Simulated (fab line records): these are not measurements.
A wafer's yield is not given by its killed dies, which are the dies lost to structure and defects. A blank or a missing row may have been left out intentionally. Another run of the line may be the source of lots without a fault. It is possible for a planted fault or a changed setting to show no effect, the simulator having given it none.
Chamber matching -- flow nand harc -- pecvd-02 running NHARC_A_STAIRCASE_DEP_156: 3 sister chambers
The step deposits SiNx, target thk 50 nm. 6 wafers are shown with their chamber, then 7 later ones without.

## WAFERS PAIRED WITH THEIR CHAMBERS
wafer,chamber,heater power w (W)
L105.4,0,646
L107.4,0,631
L107.5,2,697
L107.6,1,672
L114.1,1,740
L114.2,2,767

## WAFERS WITH NO CHAMBER GIVEN
wafer,heater power w (W)
L114.6,747
L115.2,749
L115.5,645
L115.6,726
L117.3,581
L117.4,771
L117.6,750

## WHICH CHAMBER EACH ONE RAN IN
wafer,from the rows above,in truth
L114.6,can't be placed: 2 or 1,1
L115.2,can't be placed: 2 or 1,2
L115.5,can't be placed: 0 or 1 or 2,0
L115.6,can't be placed: 2 or 1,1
L117.3,can't be placed: 0 or 1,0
L117.4,can't be placed: 2 or 1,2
L117.6,can't be placed: 2 or 1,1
Correct placement for 0 of the 7. From these rows, 7 cannot be placed; in 7 the true chamber is one of the candidates. Number placed wrongly: 0.
How it was worked out, from the rows above alone: a wafer's distance from a chamber is the root of the sum, over the readings, of the square of ((its reading less the chamber's mean) divided by the reading's scatter). If the next closest chamber is less than 2 further off than the closest, the wafer can't be placed; otherwise it belongs to the closest. The mean given for a chamber averages the wafers shown for that chamber. The scatter: take each reading less its chamber's mean, square it, sum over the shown wafers, divide by the number of wafers less the number of chambers, and take the root.
